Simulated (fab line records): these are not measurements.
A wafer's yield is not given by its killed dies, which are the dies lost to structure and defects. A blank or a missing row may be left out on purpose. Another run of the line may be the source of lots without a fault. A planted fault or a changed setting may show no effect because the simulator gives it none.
Which tool is to blame? + flow n5_finfet + Sampling: 9 lots, 27 wafers, 6 of 1938 route steps

== WHAT EACH GAUGE READ, for each wafer ==
N5_SD_EPI_P_EPI_MEAS_23.
| lot  | measured    | on            | thk_nm (nm)    |
|------|-------------|---------------|----------------|
| L138 | day 4 02:11 | film_metro-02 | 62.3 60.2 59.5 |
| L139 | day 4 09:51 | film_metro-02 | 59.6 58.4 62.6 |
| L142 | day 5 03:01 | film_metro-01 | 62.6 62.1 61.1 |
| L145 | day 5 18:30 | film_metro-01 | 63.7 61.6 59.9 |
| L147 | day 6 17:59 | film_metro-01 | 55.1 53.1 54.9 |
| L149 | day 6 22:17 | film_metro-02 | 54.7 55.3 56.0 |
| L155 | day 8 02:50 | film_metro-02 | 61.3 61.0 60.4 |
| L157 | day 8 17:52 | film_metro-02 | 60.7 62.0 62.8 |
| L158 | day 9 02:37 | film_metro-01 | 61.0 61.4 60.8 |

N5_BEOL_M4_RC_MEAS_101.
| lot  | measured     | on        | DIBL_N (mV/V)  | DIBL_P (mV/V)  | IOFF_N (nA/um)    | IOFF_P (nA/um) | ION_N (uA/um) | ION_P (uA/um) | SS_N (mV/dec)  | SS_P (mV/dec)  | VT_N (mV)         | VT_P (mV)      |
|------|--------------|-----------|----------------|----------------|-------------------|----------------|---------------|---------------|----------------|----------------|-------------------|----------------|
| L138 | day 9 13:38  | prober-01 | 36.2 36.6 38.0 | 36.9 38.1 40.1 | 0.161 0.170 0.195 | 0.19 0.21 0.25 | 672 673 679   | 455 459 464   | 70.7 71.9 71.2 | 73.9 74.1 73.9 | 249.6 250.5 248.4 | -253 -256 -248 |
| L139 | day 9 16:39  | prober-01 | 35.9 34.8 37.2 | 35.7 33.5 36.3 | 0.133 0.114 0.153 | 0.21 0.18 0.22 | 672 657 672   | 469 464 464   | 70.8 70.9 70.8 | 72.8 72.1 73.4 | 254.0 257.3 250.8 | -249 -254 -248 |
| L142 | day 10 05:55 | prober-01 | 36.3 37.9 36.1 | 36.4 38.5 35.9 | 0.141 0.176 0.143 | 0.20 0.24 0.20 | 665 677 666   | 460 463 458   | 71.5 72.1 71.1 | 73.5 74.1 73.4 | 251.3 246.2 252.1 | -251 -249 -250 |
| L145 | day 11 08:02 | prober-01 | 35.1 36.4 35.4 | 36.0 37.5 36.5 | 0.141 0.166 0.148 | 0.20 0.22 0.21 | 662 678 668   | 457 466 464   | 71.4 71.6 71.1 | 73.0 73.6 73.7 | 254.2 249.0 252.4 | -249 -251 -250 |
| L147 | day 12 08:41 | prober-01 | 36.6 35.7 35.4 | 36.9 36.5 35.8 | 0.168 0.154 0.154 | 0.25 0.23 0.23 | 666 666 668   | 461 464 461   | 71.9 71.9 72.2 | 73.8 73.5 73.0 | 248.4 250.2 253.2 | -245 -249 -250 |
| L149 | day 11 20:16 | prober-01 | 34.6 35.1 32.7 | 35.6 35.7 31.8 | 0.141 0.139 0.103 | 0.17 0.16 0.12 | 676 673 649   | 457 448 439   | 71.6 71.4 70.6 | 73.4 73.7 72.3 | 252.6 254.0 258.4 | -256 -257 -259 |
| L155 | day 13 23:28 | prober-01 | 35.0 32.7 33.5 | 36.6 34.0 34.5 | 0.127 0.110 0.115 | 0.17 0.14 0.15 | 657 659 650   | 458 455 451   | 71.6 70.4 71.0 | 72.9 72.7 72.9 | 255.0 254.8 254.3 | -255 -254 -259 |
| L157 | day 14 00:37 | prober-02 | 35.7 35.4 35.3 | 36.6 36.2 36.6 | 0.149 0.144 0.150 | 0.21 0.20 0.21 | 667 667 671   | 460 463 465   | 71.2 71.3 71.4 | 72.6 72.9 73.3 | 250.2 253.2 250.8 | -249 -251 -248 |
| L158 | day 15 03:52 | prober-01 | 38.4 36.3 37.2 | 39.0 36.1 37.6 | 0.203 0.148 0.176 | 0.27 0.21 0.25 | 669 668 677   | 463 465 469   | 72.2 71.8 71.7 | 74.1 73.2 73.3 | 247.8 252.4 249.6 | -246 -250 -245 |

== WHICH TOOL RAN EACH LOT (tool, then ch and the chambers of the sampled wafers, then the start) ==
| lot  | N5_SD_EPI_N_DESCUM_14             | N5_SD_EPI_N_VAPOR_ETCH_50      | N5_SD_EPI_P_ETCH_47               | N5_SD_EPI_P_EPI_21             |
|------|-----------------------------------|--------------------------------|-----------------------------------|--------------------------------|
| L138 | rie_diel-01 ch 0,1,3, day 3 17:58 | epi_rpcvd-02 ch 0, day 3 19:40 | rie_diel-05 ch 0,1,2, day 3 23:08 | epi_rpcvd-04 ch 0, day 3 23:58 |
| L139 | rie_diel-02 ch 0,2,3, day 4 01:06 | epi_rpcvd-01 ch 0, day 4 02:44 | rie_diel-06 ch 0,2,3, day 4 06:49 | epi_rpcvd-03 ch 0, day 4 07:38 |
| L142 | rie_diel-01 ch 0,2,3, day 4 18:21 | epi_rpcvd-02 ch 0, day 4 19:50 | rie_diel-04 ch 0,1,2, day 4 23:57 | epi_rpcvd-04 ch 0, day 5 00:50 |
| L145 | rie_diel-01 ch 0,2, day 5 10:04   | epi_rpcvd-03 ch 0, day 5 11:55 | rie_diel-06 ch 0,3, day 5 15:28   | epi_rpcvd-04 ch 0, day 5 16:18 |
| L147 | rie_diel-03 ch 1,2,3, day 6 08:48 | epi_rpcvd-03 ch 0, day 6 10:23 | rie_diel-06 ch 0,2,3, day 6 13:58 | epi_rpcvd-04 ch 0, day 6 16:30 |
| L149 | rie_diel-02 ch 2,3, day 6 13:28   | epi_rpcvd-03 ch 0, day 6 15:05 | rie_diel-04 ch 2,3, day 6 18:25   | epi_rpcvd-04 ch 0, day 6 19:22 |
| L155 | rie_diel-01 ch 0,2,3, day 7 18:56 | epi_rpcvd-01 ch 0, day 7 20:28 | rie_diel-06 ch 2,3, day 7 23:47   | epi_rpcvd-02 ch 0, day 8 00:59 |
| L157 | rie_diel-03 ch 0,1,2, day 8 08:07 | epi_rpcvd-01 ch 0, day 8 09:46 | rie_diel-06 ch 0,3, day 8 13:59   | epi_rpcvd-03 ch 0, day 8 15:25 |
| L158 | rie_diel-02 ch 0,2,3, day 8 17:03 | epi_rpcvd-01 ch 0, day 8 18:44 | rie_diel-06 ch 0,1,3, day 8 22:44 | epi_rpcvd-03 ch 0, day 9 00:39 |
- N5_SD_EPI_N_DESCUM_14: chemistry O2, time 7.9 s.
- N5_SD_EPI_N_VAPOR_ETCH_50: etches Si in HCl, time 54 s.
- N5_SD_EPI_P_ETCH_47: etches SiOCN in CH3F/O2, target depth 25 nm.
- N5_SD_EPI_P_EPI_21: deposits SiGe:B, time 355 s.

== AS READ BY THE TOOLS THEMSELVES (means over the sampled wafers that have a number; for cases with no such wafer, the mark the record gives instead) ==
N5_SD_EPI_N_DESCUM_14.
| lot  | tool        | drypump_motor_current_A (A) | oes_product_au (a.u.) | rf_vpp_V (V) | showerhead_plenum_p_Torr (Torr) | throttle_valve_pct (%) |
|------|-------------|-----------------------------|-----------------------|--------------|---------------------------------|------------------------|
| L138 | rie_diel-01 | 5.8                         | 0.73                  | 243.2        | 2.09                            | 20.36                  |
| L139 | rie_diel-02 | 6.1                         | 0.78                  | 243.9        | 2.16                            | 20.56                  |
| L142 | rie_diel-01 | 5.5                         | 0.74                  | 243.6        | 2.15                            | 20.46                  |
| L145 | rie_diel-01 | 5.4                         | 0.70                  | 244.5        | 2.16                            | 20.51                  |
| L147 | rie_diel-03 | 6.0                         | 0.76                  | 242.7        | 2.11                            | 20.42                  |
| L149 | rie_diel-02 | 6.4                         | 0.83                  | 244.0        | 2.17                            | 20.38                  |
| L155 | rie_diel-01 | 5.6                         | 0.72                  | 244.1        | 2.14                            | 20.51                  |
| L157 | rie_diel-03 | 6.0                         | 0.83                  | 243.0        | 2.10                            | 20.35                  |
| L158 | rie_diel-02 | 6.1                         | 0.83                  | 244.1        | 2.14                            | 20.51                  |

N5_SD_EPI_N_VAPOR_ETCH_50.
| lot  | tool         | throttle_valve_pct (%) |
|------|--------------|------------------------|
| L138 | epi_rpcvd-02 | 11.91                  |
| L139 | epi_rpcvd-01 | 12.08                  |
| L142 | epi_rpcvd-02 | 11.81                  |
| L145 | epi_rpcvd-03 | 11.46                  |
| L147 | epi_rpcvd-03 | 11.77                  |
| L149 | epi_rpcvd-03 | 11.85                  |
| L155 | epi_rpcvd-01 | 11.88                  |
| L157 | epi_rpcvd-01 | 11.90                  |
| L158 | epi_rpcvd-01 | 11.77                  |

N5_SD_EPI_P_ETCH_47.
| lot  | tool        | bias_w (W) | drypump_motor_current_A (A) | oes_product_au (a.u.) | rf_vpp_V (V) | showerhead_plenum_p_Torr (Torr) | throttle_valve_pct (%) |
|------|-------------|------------|-----------------------------|-----------------------|--------------|---------------------------------|------------------------|
| L138 | rie_diel-05 | 28.92      | 5.5                         | 0.78                  | 128.6        | 2.06                            | 16.34                  |
| L139 | rie_diel-06 | 28.96      | 6.2                         | 0.77                  | 128.9        | 2.04                            | 16.50                  |
| L142 | rie_diel-04 | 28.93      | 5.8                         | 0.76                  | 127.3        | 1.95                            | 16.18                  |
| L145 | rie_diel-06 | 29.00      | 6.2                         | 0.79                  | 130.0        | 2.01                            | 16.48                  |
| L147 | rie_diel-06 | 28.95      | 6.2                         | 0.77                  | 129.6        | 2.03                            | 16.54                  |
| L149 | rie_diel-04 | 29.10      | 6.3                         | 0.72                  | 127.2        | 1.93                            | 16.37                  |
| L155 | rie_diel-06 | 29.01      | 6.2                         | 0.72                  | 128.9        | 2.05                            | 16.61                  |
| L157 | rie_diel-06 | 29.05      | 6.1                         | 0.77                  | 129.1        | 2.00                            | 16.51                  |
| L158 | rie_diel-06 | 29.02      | 6.1                         | 0.81                  | 128.1        | 2.02                            | 16.50                  |

== THE ANSWER, worked out from the rows above alone ==
Rule: usual is defined by the lots themselves. The widest of any qualifying gaps counts: lots, ordered by their means at a reading, are off when they make up no more than a third of the lots, leave a main group of 4 or more, and stand apart from it by 3 or more times the standard deviation of that group's means. The tables above print the reading to a certain number of digits; a main group whose means all agree to those digits is not used. A lot without any number at a reading at which 4 lots or more have one is off too. The other lots that the step has rows for count as sound. First the gauges in route order, then the tools' own readings, where a lot's mean is used as printed above. At the first step where some lot is off, the reading lying furthest off is the one used; lots without a number count as furthest.
Off at N5_SD_EPI_P_EPI_MEAS_23 (thk_nm): L147, L149. For the main group the mean is 61.2 nm and the standard deviation 0.61.
A tool fits if, at a process step before that reading, it ran every lot that is off, and no sound lot after the first of them. The gauges at N5_SD_EPI_P_EPI_MEAS_23 are tried like those tools. Undecided on this evidence; 2 tools fit (epi_rpcvd-03 at N5_SD_EPI_N_VAPOR_ETCH_50, epi_rpcvd-04 at N5_SD_EPI_P_EPI_21).

== WHAT THE SIMULATOR HAD INSERTED ==
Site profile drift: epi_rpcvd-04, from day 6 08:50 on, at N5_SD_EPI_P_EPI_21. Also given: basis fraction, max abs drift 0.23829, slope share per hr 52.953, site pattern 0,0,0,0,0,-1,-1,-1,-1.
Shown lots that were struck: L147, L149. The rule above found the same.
